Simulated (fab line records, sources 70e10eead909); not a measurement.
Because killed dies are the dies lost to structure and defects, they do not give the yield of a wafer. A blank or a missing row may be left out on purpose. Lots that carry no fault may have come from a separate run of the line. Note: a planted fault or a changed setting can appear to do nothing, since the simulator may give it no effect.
fab line records ; flow nandHarc ; part 2 of 2: steps 5 to 6 of 6
[record] lots = 23; wafers = 69; lastDay = 24
route steps=1159 shown P_M1@298 P_M2@350 P_BONDPAD@371
lots that met no fault: from a run of the same line without faults
startH: hours from the record's first day to the start of the lot's first wafer shown ; waitH: hours from the lot's prior step to this one ; " unchanged from the row above ; L1.1+2: several wafers, shown together as one row ; - no value, or no start given ; * or withheld: withheld ; < > ~ a bound
route shown NAME@n: a module of which the file shows steps, and the number in the route of the first ; usual: mean and standard deviation over wafers with no fault ; same: alike in all rows ; chamber/n: place in a boat ; sites: the reading at each site ; _std_site: the values' standard deviation ; _edge_site: mean of outer sites minus mean of inner sites ; radiusMm: for every site, how far away it sits from the centre of the wafer ; mask NAME#n: copy n ; behind: the tool/chamber that last shaped the wafer ; hold: the reason the lot was held/the length of the hold in hours/how it ended ; device: which transistor (n, p or np) failed to switch ; end of line: tests run on the same wafers once the route is complete ; a step given without rows: its recipe and nothing more ; killed: dies lost to structure and defects at the first sort, not the wafer's yield ; map: a wafer's dies, x killed, . not, _ none there
set.NAME: the setting that was run; set.NAME@STEP: the one run at that earlier step ; model.NAME: the simulator's own value behind a step, which no gauge read
one table for each step of the route and one row for each wafer, over a sample of lots
services: the hour from which a tool's chamber was out of use, counted from the record's first day as startH (under 0 if before that day), plus the number of hours and why
[[steps]]
[step NHARC_P_M2_DEP_33]
[recipe] targetThkA = 300; tempC = 370; targetThkNm = 30; pressureTorr = 3; flowSccm = 200; rfW = 450; material = SiCN
[usual] heaterPowerW = 610/63; showerheadVppV = 1315/80
lot.wafer;tool;chamber;startH;waitH;heaterPowerW;showerheadVppV;sinceWetCleanH
L074.1;pecvd-03;2;129.93;0.1;526;1290;6
L074.6;pecvd-03;1;129.93;0.1;550;1252;-
L074.4;pecvd-03;2;129.93;0.1;534;1287;-
L075.4;pecvd-04;0;143.40;0.2;656;1292;-
L075.6;pecvd-04;1;143.40;0.2;538;1217;-
L075.5;pecvd-04;2;143.40;0.2;665;1452;-
L076.3;pecvd-03;2;143.55;0.1;611;1263;20
L076.1;pecvd-03;1;143.55;0.1;563;1246;20
L076.6;pecvd-03;1;143.55;0.1;559;1276;-
L077.1;pecvd-02;1;144.92;0.1;630;1417;160
L077.3;pecvd-02;2;144.92;0.1;608;1284;160
L077.6;pecvd-02;1;144.92;0.1;631;1420;-
L079.2;pecvd-04;2;159.86;0.1;660;1433;133
L079.4;pecvd-04;1;159.86;0.1;517;1208;-
L079.6;pecvd-04;2;159.86;0.1;668;1442;-
L078.2;pecvd-03;2;161.00;0.1;524;1293;37
L078.4;pecvd-03;1;161.00;0.1;542;1261;-
L078.6;pecvd-03;2;161.00;0.1;518;1276;-
L080.1;pecvd-04;1;161.32;0.1;605;1206;134
L080.5;pecvd-04;2;161.32;0.1;740;1444;-
L080.6;pecvd-04;0;161.32;0.1;603;1301;-
L081.1;pecvd-02;0;167.93;0.1;727;1294;2
L081.4;pecvd-02;2;167.93;0.1;598;1288;-
L081.6;pecvd-02;0;167.93;0.1;715;1285;-
L083.3;pecvd-04;2;178.18;0.1;675;1468;151
L083.5;pecvd-04;0;178.18;0.1;608;1270;-
L083.4;pecvd-04;2;178.18;0.1;679;1422;-
L082.2;pecvd-03;1;181.12;0.1;585;1236;57
L082.6;pecvd-03;2;181.12;0.1;569;1288;-
L082.4;pecvd-03;0;181.12;0.1;606;1294;-
L085.1;pecvd-02;2;192.24;0.1;548;1308;26
L085.5;pecvd-02;2;192.24;0.1;576;1289;-
L085.6;pecvd-02;1;192.24;0.1;536;1427;-
L086.1;pecvd-03;1;205.23;0.1;546;1244;81
L086.2;pecvd-03;0;205.23;0.1;635;1286;81
L086.4;pecvd-03;0;205.23;0.1;649;1286;-
L088.1;pecvd-03;2;205.70;0.1;552;1290;82
L088.5;pecvd-03;0;205.70;0.1;662;1316;-
L088.4;pecvd-03;2;205.70;0.1;570;1268;-
L087.3;pecvd-02;2;206.30;0.1;602;1314;40
L087.2;pecvd-02;0;206.30;0.1;703;1307;40
L087.6;pecvd-02;1;206.30;0.1;566;1428;-
L089.2;pecvd-04;2;221.49;0.1;717;1447;13
L089.5;pecvd-04;2;221.49;0.1;728;1465;-
L089.4;pecvd-04;0;221.49;0.1;672;1288;-
L090.1;pecvd-02;1;222.40;0.1;591;1424;56
L090.6;pecvd-02;1;222.40;0.1;588;1415;-
L090.4;pecvd-02;2;222.40;0.1;556;1283;-
L092.1;pecvd-02;2;232.08;0.1;558;1298;66
L092.4;pecvd-02;1;232.08;0.1;594;1433;-
L092.6;pecvd-02;0;232.08;0.1;596;1296;-
L091.3;pecvd-04;0;232.36;0.1;578;1296;24
L091.1;pecvd-04;1;232.36;0.1;612;1216;24
L091.6;pecvd-04;2;232.36;0.1;746;1468;-
L093.3;pecvd-04;0;236.15;0.1;555;1302;28
L093.2;pecvd-04;1;236.15;0.1;586;1194;28
L093.6;pecvd-04;0;236.15;0.1;544;1295;-
L094.3;pecvd-02;1;247.86;0.1;619;1460;82
L094.6;pecvd-02;2;247.86;0.1;517;1286;-
L094.5;pecvd-02;1;247.86;0.1;629;1434;-
L095.2;pecvd-02;2;252.56;0.1;560;1297;87
L095.3;pecvd-02;0;252.56;0.1;701;1294;87
L095.5;pecvd-02;2;252.56;0.1;553;1299;-
L097.1;pecvd-04;1;257.51;0.1;565;1207;49
L097.6;pecvd-04;0;257.51;0.1;633;1292;-
L097.4;pecvd-04;1;257.51;0.1;570;1205;-
L096.2;pecvd-04;1;258.29;0.1;626;1197;50
L096.1;pecvd-04;0;258.29;0.1;641;1283;50
L096.4;pecvd-04;2;258.29;0.1;620;1454;-
[step NHARC_P_BONDPAD_STRIP_15]
[recipe] o2FlowSccm = 500; arFlowSccm = 0; biasW = 0; chemistry = O2
[usual] drypumpMotorCurrentA = 5.6/0.51; oesProductAu = 0.999/0.0073; rfVppV = 58.0/0.93; showerheadPlenumPTorr = 3.63/0.16; throttleValvePct = 17.038/0.0084
lot.wafer;tool;chamber;startH;waitH;drypumpMotorCurrentA;oesProductAu;rfHoursCounterH;rfVppV;showerheadPlenumPTorr;throttleValvePct
L074.4;rieDiel-13;2;132.01;0.1;6.5;1.001;2;58.7;3.73;17.032
L074.1;rieDiel-13;0;132.01;0.1;5.4;0.991;2;58.7;3.75;17.025
L074.6;rieDiel-13;1;132.01;0.1;5.5;0.993;-;58.9;3.76;17.027
L075.4;rieDiel-02;0;145.56;0.1;5.7;0.986;55;56.0;3.27;17.034
L075.5;rieDiel-02;0;145.56;0.1;5.7;0.991;-;56.6;3.27;17.028
L075.6;rieDiel-02;1;145.56;0.1;5.3;0.985;-;58.4;3.65;17.045
L076.1;rieDiel-13;0;145.90;0.1;5.4;0.985;4;58.4;3.75;17.035
L076.3;rieDiel-13;1;145.90;0.1;5.5;0.997;5;59.6;3.76;17.036
L076.6;rieDiel-13;3;145.90;0.1;5.1;1.001;-;56.9;3.44;17.042
L077.3;rieDiel-02;1;147.19;0.1;5.3;0.995;59;58.1;3.65;17.043
L077.1;rieDiel-02;2;147.19;0.1;6.3;1.009;62;58.1;3.59;17.038
L077.6;rieDiel-02;0;147.19;0.1;5.7;1.003;-;56.5;3.27;17.033
L079.4;rieDiel-13;1;162.09;0.1;5.5;1.005;6;59.0;3.76;17.055
L079.2;rieDiel-13;2;162.09;0.1;6.6;0.998;5;57.7;3.73;17.036
L079.6;rieDiel-13;0;162.09;0.1;5.4;0.991;-;59.8;3.75;17.033
L078.2;rieDiel-02;1;163.09;0.1;5.3;0.997;1;57.1;3.65;17.032
L078.4;rieDiel-02;2;163.09;0.1;6.3;1.000;1;59.0;3.59;17.047
L078.6;rieDiel-02;1;163.09;0.1;5.3;0.999;-;58.5;3.65;17.041
L080.1;rieDiel-13;1;163.47;0.1;5.5;0.988;6;56.6;3.76;17.023
L080.6;rieDiel-13;1;163.47;0.1;5.5;0.993;-;57.9;3.76;17.050
L080.5;rieDiel-13;2;163.47;0.1;6.6;1.004;-;58.0;3.73;17.037
L081.1;rieDiel-13;3;170.03;0.1;5.1;0.997;6;57.5;3.44;17.028
L081.4;rieDiel-13;0;170.03;0.1;5.4;0.999;6;59.3;3.75;17.033
L081.6;rieDiel-13;2;170.03;0.1;6.5;0.999;-;59.3;3.73;17.035
L083.3;rieDiel-13;2;180.35;0.1;6.6;1.009;6;58.9;3.73;17.045
L083.4;rieDiel-13;3;180.35;0.1;5.1;1.001;7;56.9;3.44;17.037
L083.5;rieDiel-13;2;180.35;0.1;6.6;1.001;-;59.3;3.73;17.035
L082.4;rieDiel-13;1;183.30;0.1;5.5;1.005;7;58.4;3.76;17.035
L082.2;rieDiel-13;0;183.30;0.1;5.4;0.994;7;58.1;3.75;17.043
L082.6;rieDiel-13;1;183.30;0.1;5.5;1.005;-;57.4;3.76;17.023
L085.1;rieDiel-07;0;194.40;0.1;4.8;0.997;48;56.4;3.29;17.041
L085.5;rieDiel-07;3;194.40;0.1;5.8;0.994;-;56.7;3.34;17.025
L085.6;rieDiel-07;0;194.40;0.1;4.8;1.000;-;57.9;3.29;17.041
L086.2;rieDiel-13;3;207.65;0.1;5.1;0.995;10;57.7;3.44;17.033
L086.4;rieDiel-13;0;207.65;0.1;5.4;1.001;10;58.3;3.75;17.056
L086.1;rieDiel-13;1;207.65;0.1;5.5;1.003;10;57.2;3.76;17.049
L088.1;rieDiel-13;3;207.78;0.1;5.1;0.998;10;56.1;3.43;17.027
L088.4;rieDiel-13;1;207.78;0.1;5.5;1.005;10;57.3;3.76;17.034
L088.5;rieDiel-13;0;207.78;0.1;5.4;0.996;-;57.8;3.75;17.032
L087.3;rieDiel-13;2;208.37;0.1;6.5;1.002;10;58.5;3.73;17.042
L087.2;rieDiel-13;1;208.37;0.1;5.5;0.998;11;59.0;3.76;17.034
L087.6;rieDiel-13;3;208.37;0.1;5.1;1.010;-;58.0;3.43;17.050
L089.2;rieDiel-13;0;223.81;0.1;5.4;0.993;12;58.9;3.74;17.045
L089.5;rieDiel-13;0;223.81;0.1;5.4;0.994;-;57.1;3.74;17.037
L089.4;rieDiel-13;1;223.81;0.1;5.5;1.005;-;57.1;3.76;17.046
L090.1;rieDiel-13;1;224.99;0.1;5.5;0.991;13;58.1;3.76;17.019
L090.4;rieDiel-13;0;224.99;0.1;5.4;0.999;-;58.6;3.74;17.037
L090.6;rieDiel-13;1;224.99;0.1;5.5;0.996;-;58.6;3.76;17.031
L092.1;rieDiel-13;0;234.41;0.1;5.4;0.997;14;58.2;3.74;17.020
L092.4;rieDiel-13;1;234.41;0.1;5.5;1.013;14;58.8;3.76;17.032
L092.6;rieDiel-13;1;234.41;0.1;5.5;1.005;-;60.3;3.76;17.040
L091.1;rieDiel-13;3;234.74;0.1;5.1;0.998;11;57.8;3.43;17.045
L091.3;rieDiel-13;0;234.74;0.1;5.4;0.995;14;57.6;3.74;17.022
L091.6;rieDiel-13;2;234.74;0.1;6.5;0.997;-;58.1;3.73;17.036
L093.3;rieDiel-02;0;238.44;0.1;5.7;1.009;30;58.4;3.79;17.036
L093.2;rieDiel-02;1;238.44;0.1;5.3;1.009;30;58.8;3.63;17.029
L093.6;rieDiel-02;2;238.44;0.1;6.3;0.996;-;58.4;3.57;17.037
L094.3;rieDiel-13;3;250.03;0.1;5.2;1.011;12;57.1;3.43;17.031
L094.5;rieDiel-13;1;250.03;0.1;5.5;1.000;-;57.9;3.76;17.034
L094.6;rieDiel-13;2;250.03;0.1;6.5;0.994;-;59.2;3.73;17.039
L095.2;rieDiel-02;3;255.04;0.3;5.4;1.003;35;56.8;3.29;17.032
L095.3;rieDiel-02;0;255.04;0.3;5.7;0.993;34;57.3;3.79;17.040
L095.5;rieDiel-02;1;255.04;0.3;5.3;0.994;-;58.0;3.63;17.033
L097.4;rieDiel-13;3;259.92;0.1;5.1;0.994;13;58.5;3.43;17.041
L097.1;rieDiel-13;0;259.92;0.1;5.4;0.998;15;58.0;3.74;17.042
L097.6;rieDiel-13;2;259.92;0.1;6.5;0.995;-;56.5;3.73;17.027
L096.1;rieDiel-13;0;260.53;0.1;5.4;0.998;16;58.2;3.74;17.028
L096.4;rieDiel-13;1;260.53;0.1;5.5;1.003;17;57.7;3.75;17.040
L096.2;rieDiel-13;3;260.53;0.1;5.1;1.018;13;56.9;3.43;17.021
[[services]]
tool;chamber;startH;hours;kind
rieDiel-13;-;99.00;9.0;pm
rieDiel-02;1;99.65;13.0;repair
rieDiel-06;-;102.34;0.9;repair
pecvd-03;-;111.08;13.0;pm
rieDiel-04;-;111.90;9.0;pm
rieDiel-01;2;112.53;6.3;repair
rieDiel-02;3;129.04;3.0;repair
rieDiel-01;-;138.10;9.0;pm
rieDiel-13;2;141.59;7.2;repair
rieDiel-02;-;150.74;9.0;pm
pecvd-02;-;153.07;13.0;pm
pecvd-03;-;159.02;0.9;repair
pecvd-03;1;182.79;6.5;repair
rieDiel-04;3;183.89;4.7;repair
rieDiel-04;2;186.92;15.0;repair
rieDiel-06;2;194.81;6.5;repair
pecvd-04;-;195.36;13.0;pm
rieDiel-06;2;206.64;23.1;repair
rieDiel-13;3;215.88;16.3;repair
rieDiel-06;0;223.64;2.7;repair
rieDiel-01;2;227.74;4.7;repair
rieDiel-13;3;240.86;2.9;repair
rieDiel-06;-;241.20;9.0;pm
rieDiel-13;0;253.61;6.2;repair
